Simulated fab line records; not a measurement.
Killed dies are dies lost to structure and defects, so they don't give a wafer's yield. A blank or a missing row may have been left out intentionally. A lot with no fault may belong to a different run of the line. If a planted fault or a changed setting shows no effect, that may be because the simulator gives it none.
Problem report, 8D (eight disciplines) form, completed by code / flow nand_harc / the parts of the form that need people (team, actions taken, sign-off) are left out

## 1. WHAT IS WRONG
Wafers without a fault read 28.0 s, standard deviation 2.6; time_to_endpoint_s at NHARC_P_M2_CMP_23 reads a mean of 13.2 s on 2 wafers belonging to 2 lots. Measured from the usual mean, that is -5.7 standard deviations.
The step: polishes, t overpolish 20 s, target thk 144.3 nm.
First observed at day 9 19:34: wafer L263.6, on cmp-03. The record has a number at this step for 37 wafers belonging to 13 lots. Rule for "out" (also "out of limits"): further than 4 standard deviations from the usual mean. Any other wafer with a number is counted as sound.

## 2. WHAT THIS IS AND IS NOT
question=which readings at this step | is=time_to_endpoint_s | is not=motor_current_A
question=which lots | is=L263, L265 | is not=L249, L251, L252, L253, L254, L255, L256, L257, L258, L259, L272
question=which wafers of those lots | is=L263.6, L265.6 | is not=L263.5, L265.1
question=read on which tools | is=cmp-03 | is not=cmp-02, cmp-04
question=when | is=from day 9 19:34 | is not=up to then (31 sound wafers); but 4 sound wafers of L265, L272 came after

## 3. SUSPECTS, AND WHAT RULES EACH OUT
Counting: a tool at a process step up to the reading stays a suspect if it ran every lot that is out. Sound lots after the first of them don't rule it out here, since some wafers of a struck lot are sound.
- pvd_sputter-02 at NHARC_P_M2_PRE_CLEAN_30 (time 30 s): kept. It ran every lot that is out, first L263 (day 9 18:56); its last sound lot up to then is L257 (day 8 06:14). Because NHARC_P_M2_PRE_CLEAN_30 lacks a start for some lots, the hours and order of its lots are taken from NHARC_P_M2_ECD_22.
- pvd_sputter-02 at NHARC_P_M2_PVD_20 (deposits TaN, target thk 5 nm, time 8.06 s): kept. It ran every lot that is out, first L263 (day 9 18:56); its last sound lot up to then is L257 (day 8 06:14). Because NHARC_P_M2_PVD_20 lacks a start for some lots, the hours and order of its lots are taken from NHARC_P_M2_ECD_22.
- ecd_cu-02 at NHARC_P_M2_ECD_22 (material Cu, target thk 400 nm): kept. It ran every lot that is out, first L263 (day 9 18:56); its last sound lot up to then is L259 (day 8 21:58).
- cmp-03 at NHARC_P_M2_CMP_23 (polishes, t overpolish 20 s, target thk 144.3 nm): kept. It ran every lot that is out, first L263 (day 9 19:34); its last sound lot up to then is L258 (day 8 08:02). Out on those wafers are its own readings of time_to_endpoint_s.
Left after counting: pvd_sputter-02 at NHARC_P_M2_PRE_CLEAN_30, pvd_sputter-02 at NHARC_P_M2_PVD_20, ecd_cu-02 at NHARC_P_M2_ECD_22, cmp-03 at NHARC_P_M2_CMP_23.

## 4. THE CAUSE (what the simulator had put in)
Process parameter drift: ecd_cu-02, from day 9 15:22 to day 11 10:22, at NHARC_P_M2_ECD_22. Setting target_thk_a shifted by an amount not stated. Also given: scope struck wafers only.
This tool is one of the 4 suspects left after counting.

## 5. SEQUENCE OF EFFECTS, ordered by route
Each row: a reading whose mean over the struck wafers that have a number lies more than 3 standard deviations from the usual. Only readings whose record carries a usual standard deviation are examined. hours: median over the lots of the time between each lot's start at the first step of this table that gives one and its start at this step. sigmas: the change, counted in usual standard deviations.
hours=0; step=NHARC_P_M2_CMP_23; reading=time_to_endpoint_s; usual=28.0 s; on struck wafers=13.2; change=-14.8; sigmas=-5.7
It contains these process steps:
- NHARC_P_M2_CMP_23: polishes, t overpolish 20 s, target thk 144.3 nm.

## 6. WHAT WOULD HAVE CAUGHT IT SOONER
The fault began at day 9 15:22; the first out-of-limits reading in this record came at day 9 19:34, 4 hours later.
Among the 2 lots that are out, L265 began NHARC_P_M2_ECD_22 on ecd_cu-02 after day 9 19:34. Putting the tool on hold at that point would have spared it.
